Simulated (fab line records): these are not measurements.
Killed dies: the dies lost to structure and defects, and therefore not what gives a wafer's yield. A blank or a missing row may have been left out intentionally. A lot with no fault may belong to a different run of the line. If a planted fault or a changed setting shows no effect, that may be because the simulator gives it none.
Matching of chambers -- flow n5-finfet -- N5_FIN_SAQP_ETCH_34 on rie-diel-03: 4 sister chambers
The step etches SiO2 in C4F6/O2, target depth 45 nm, time 15 s. 24 wafers are shown with their chamber, then 12 later ones without.

## WAFERS WITH THEIR CHAMBER
wafer,chamber,showerhead-plenum-p-Torr (Torr),throttle-valve-pct (%),rf-vpp-V (V)
L074.1,2,2.72,21.48,638
L074.2,0,2.93,20.75,665
L074.6,1,2.98,21.35,656
L076.3,1,2.97,21.34,658
L076.4,3,2.89,20.85,636
L076.5,0,2.93,20.72,664
L078.3,0,2.93,20.74,664
L078.4,2,2.72,21.52,640
L078.6,1,2.97,21.38,658
L079.1,0,2.93,20.74,664
L079.3,3,2.89,20.88,636
L079.4,1,2.97,21.36,658
L080.3,1,2.97,21.38,657
L080.4,3,2.88,20.88,635
L080.5,2,2.72,21.51,639
L081.4,3,2.88,20.89,635
L081.5,2,2.72,21.52,640
L081.6,3,2.88,20.89,636
L083.1,0,2.92,20.77,663
L083.4,1,2.97,21.39,658
L083.5,3,2.88,20.89,636
L085.1,2,2.71,21.53,638
L085.2,0,2.92,20.77,664
L085.6,1,2.96,21.40,657

SIGNATURES (means of the wafers above)
reading,chamber 0,chamber 1,chamber 2,chamber 3,scatter within a chamber
showerhead-plenum-p-Torr,2.9267,2.9700,2.7180,2.8833,0.00523
throttle-valve-pct,20.7483,21.3714,21.5120,20.8800,0.0193
rf-vpp-V,664.00,657.43,639.00,635.67,0.743
Rule: a wafer's distance from a chamber is the root of the sum, over the readings, of the square of ((its reading less the chamber's mean) divided by the reading's scatter). The wafer belongs to the nearest chamber; if the next one is less than 2 further off, it can't be placed. The scatter: the root of (the sum of the squares of (reading less its chamber's mean) over the shown wafers, divided by (wafers less chambers)).

## WAFERS MISSING THEIR CHAMBER
wafer,showerhead-plenum-p-Torr (Torr),throttle-valve-pct (%),rf-vpp-V (V)
L087.2,2.96,21.40,658
L087.3,2.92,20.77,664
L087.4,2.96,21.39,657
L090.1,2.87,20.91,637
L090.2,2.96,21.40,656
L090.4,2.87,20.90,636
L094.2,2.87,20.92,636
L094.3,2.95,21.41,658
L094.4,3.05,21.17,649
L096.2,2.87,20.93,634
L096.3,2.91,20.50,663
L096.5,2.91,20.48,665

## CHAMBER TAKEN BY EACH
wafer,from the rows above,in truth
L087.2,1,1
L087.3,0,0
L087.4,1,1
L090.1,3,3
L090.2,1,1
L090.4,3,3
L094.2,3,3
L094.3,1,1
L094.4,1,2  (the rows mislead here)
L096.2,3,3
L096.3,0,0
L096.5,0,0
11 of 12 placed correctly. Not placeable from these rows: 0. Placed wrongly: 1.
